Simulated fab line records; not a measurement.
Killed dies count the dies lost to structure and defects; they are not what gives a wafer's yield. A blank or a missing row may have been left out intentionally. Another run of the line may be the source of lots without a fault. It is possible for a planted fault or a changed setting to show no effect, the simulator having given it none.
Matching of chambers | flow n5Finfet | pecvd-02 running N5_BEOL_M8_DEP_56: 3 sister chambers
The step deposits SiCN from 3MS/NH3, target thk 10 nm, time 17.5 s. 3 wafers are shown with their chamber, then 8 later ones without.

WAFERS WITH THEIR CHAMBER
wafer  | chamber | showerheadVppV (V)
L085.4 | 2       | 866
L091.5 | 0       | 956
L093.1 | 1       | 857

WAFERS WHOSE CHAMBER IS MISSING
wafer  | showerheadVppV (V)
L093.4 | 856
L093.5 | 875
L094.1 | 870
L094.2 | 860
L094.4 | 871
L096.3 | 868
L096.4 | 865
L096.5 | 856

EACH ONE'S CHAMBER
wafer  | from the rows above     | in truth
L093.4 | 1                       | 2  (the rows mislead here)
L093.5 | 2                       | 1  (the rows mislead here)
L094.1 | 2                       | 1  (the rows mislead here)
L094.2 | can't be placed: 1 or 2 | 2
L094.4 | 2                       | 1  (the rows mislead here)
L096.3 | 2                       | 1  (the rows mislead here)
L096.4 | can't be placed: 2 or 1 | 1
L096.5 | 1                       | 1
Placed correctly: 1 of 8. These rows do not allow placing 2 (true chamber among the candidates in 2). Number placed wrongly: 5.
How it was worked out, from the rows above alone: a wafer's distance from a chamber is the root of the sum, over the readings, of the square of ((its reading less the chamber's mean) divided by the reading's scatter). If the next closest chamber is less than 2 further off than the closest, the wafer can't be placed; otherwise it belongs to the closest. A chamber's mean is the mean of its shown wafers. The scatter (one wafer shown for each chamber): square how far every hidden wafer sits from the nearest shown wafer, average those squares and take the square root.
